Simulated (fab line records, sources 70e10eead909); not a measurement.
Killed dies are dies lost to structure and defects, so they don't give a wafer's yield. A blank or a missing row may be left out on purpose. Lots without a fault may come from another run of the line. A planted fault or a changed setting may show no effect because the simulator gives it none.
Chamber matching | flow nand_harc | NHARC_A_CHANNEL_HOLE_D1_DEP_01 on pecvd-04: 3 sister chambers
The step deposits SiON, target thk 140 nm. 6 wafers are shown with their chamber, then 8 later ones without.

WAFERS WITH THEIR CHAMBER
wafer  | chamber | heater_power_w (W) | chamber_pressure_Torr (Torr)
L086.4 | 0       | 655                | 3.496
L086.5 | 1       | 574                | 3.497
L088.1 | 2       | 825                | 3.502
L088.3 | 1       | 517                | 3.517
L088.6 | 0       | 536                | 3.501
L094.1 | 2       | 813                | 3.500

WAFERS WITHOUT THEIR CHAMBER
wafer  | heater_power_w (W) | chamber_pressure_Torr (Torr)
L094.3 | 613                | 3.491
L094.4 | 809                | 3.503
L095.1 | 619                | 3.503
L095.4 | 784                | 3.495
L095.5 | 556                | 3.492
L097.2 | 576                | 3.489
L097.4 | 737                | 3.505
L097.5 | 589                | 3.498

WHICH CHAMBER EACH WENT THROUGH
wafer  | from the rows above          | in truth
L094.3 | can't be placed: 0 or 1      | 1
L094.4 | 2                            | 2
L095.1 | can't be placed: 0 or 1      | 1
L095.4 | 2                            | 2
L095.5 | can't be placed: 0 or 1      | 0
L097.2 | can't be placed: 0 or 1      | 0
L097.4 | can't be placed: 2 or 0 or 1 | 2
L097.5 | can't be placed: 0 or 1      | 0
Placed correctly: 2 of 8. Can't be placed from these rows: 6 (the true chamber is among the candidates in 6). Placed wrongly: 0.
How it was worked out, from the rows above alone: a wafer's distance from a chamber is the root of the sum, over the readings, of the square of ((its reading less the chamber's mean) divided by the reading's scatter). The wafer belongs to the nearest chamber; if the next one is less than 2 further off, it can't be placed. A chamber's mean is the mean of its shown wafers. The scatter: the root of (the sum of the squares of (reading less its chamber's mean) over the shown wafers, divided by (wafers less chambers)).
